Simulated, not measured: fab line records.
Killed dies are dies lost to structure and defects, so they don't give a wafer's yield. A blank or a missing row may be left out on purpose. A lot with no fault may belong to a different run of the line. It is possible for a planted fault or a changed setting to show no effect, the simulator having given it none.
Chamber matching | flow n5 finfet | rie diel-04 running N5_BEOL_M11_STRIP_36: 4 sister chambers
The step strips in N2/H2. 33 wafers are shown with their chamber, then 12 later ones without.

## EACH WAFER AND ITS CHAMBER
wafer  | chamber | showerhead plenum p Torr (Torr) | throttle valve pct (%) | drypump motor current A (A)
L075.1 | 3       | 2.64                            | 23.87                  | 5.4
L075.3 | 2       | 2.62                            | 23.58                  | 6.0
L075.6 | 2       | 2.62                            | 23.58                  | 6.1
L078.3 | 3       | 2.64                            | 23.88                  | 5.4
L078.4 | 2       | 2.62                            | 23.59                  | 6.1
L078.5 | 0       | 2.49                            | 23.28                  | 5.9
L077.1 | 1       | 2.46                            | 23.73                  | 5.8
L077.2 | 3       | 2.64                            | 23.90                  | 5.4
L077.6 | 2       | 2.62                            | 23.59                  | 6.1
L080.2 | 0       | 2.49                            | 23.29                  | 6.0
L080.3 | 2       | 2.62                            | 23.55                  | 6.0
L080.5 | 2       | 2.62                            | 23.59                  | 6.1
L081.2 | 3       | 2.64                            | 23.88                  | 5.3
L081.3 | 1       | 2.46                            | 23.71                  | 5.8
L081.6 | 2       | 2.62                            | 23.60                  | 6.1
L084.1 | 0       | 2.49                            | 23.29                  | 6.0
L084.3 | 2       | 2.62                            | 23.62                  | 6.0
L084.6 | 2       | 2.61                            | 23.59                  | 6.1
L085.1 | 0       | 2.49                            | 23.26                  | 5.9
L085.4 | 1       | 2.45                            | 23.74                  | 5.8
L085.5 | 0       | 2.49                            | 23.24                  | 5.9
L086.3 | 3       | 2.63                            | 23.92                  | 5.4
L086.5 | 1       | 2.45                            | 23.77                  | 5.8
L086.6 | 0       | 2.49                            | 23.30                  | 6.0
L089.2 | 1       | 2.45                            | 23.70                  | 5.8
L089.3 | 2       | 2.61                            | 23.56                  | 6.1
L089.4 | 3       | 2.63                            | 23.96                  | 5.3
L090.1 | 3       | 2.63                            | 23.95                  | 5.3
L090.3 | 1       | 2.45                            | 23.70                  | 5.9
L090.4 | 1       | 2.45                            | 23.73                  | 5.8
L091.3 | 2       | 2.61                            | 23.65                  | 6.1
L091.4 | 1       | 2.45                            | 23.71                  | 5.9
L091.5 | 2       | 2.61                            | 23.66                  | 6.1

SIGNATURES (averages over the wafers above)
reading                  | chamber 0 | chamber 1 | chamber 2 | chamber 3 | scatter within a chamber
showerhead plenum p Torr | 2.4900    | 2.4525    | 2.6167    | 2.6357    | 0.0045
throttle valve pct       | 23.2767   | 23.7237   | 23.5967   | 23.9086   | 0.0299
drypump motor current A  | 5.950     | 5.825     | 6.075     | 5.357     | 0.049
Rule: distance of a wafer from a chamber = root of the sum over the readings of ((wafer's reading minus chamber's mean) / reading's scatter) squared. If the next closest chamber is less than 2 further off than the closest, the wafer can't be placed; otherwise it belongs to the closest. The scatter is the square root of a quotient: the sum, over the shown wafers, of each reading's squared deviation from its chamber's mean, divided by wafers minus chambers.

## WAFERS WITH NO CHAMBER GIVEN
wafer  | showerhead plenum p Torr (Torr) | throttle valve pct (%) | drypump motor current A (A)
L092.4 | 2.48                            | 23.07                  | 5.9
L092.5 | 2.44                            | 23.74                  | 5.8
L092.6 | 2.61                            | 23.64                  | 6.1
L097.2 | 2.61                            | 23.63                  | 6.1
L097.3 | 2.44                            | 23.76                  | 5.8
L097.5 | 2.48                            | 23.10                  | 5.9
L094.1 | 2.44                            | 23.73                  | 5.8
L094.2 | 2.48                            | 23.03                  | 5.9
L094.4 | 2.61                            | 23.65                  | 6.1
L096.3 | 2.62                            | 23.98                  | 5.3
L096.4 | 2.60                            | 23.68                  | 6.0
L096.5 | 2.60                            | 23.64                  | 6.0

## WHICH CHAMBER EACH ONE RAN IN
wafer  | from the rows above | in truth
L092.4 | 0                   | 0
L092.5 | 1                   | 1
L092.6 | 2                   | 2
L097.2 | 2                   | 2
L097.3 | 1                   | 1
L097.5 | 0                   | 0
L094.1 | 1                   | 1
L094.2 | 0                   | 0
L094.4 | 2                   | 2
L096.3 | 3                   | 3
L096.4 | 2                   | 2
L096.5 | 2                   | 2
12 of 12 placed correctly. Not placeable from these rows: 0. 0 placed wrongly.
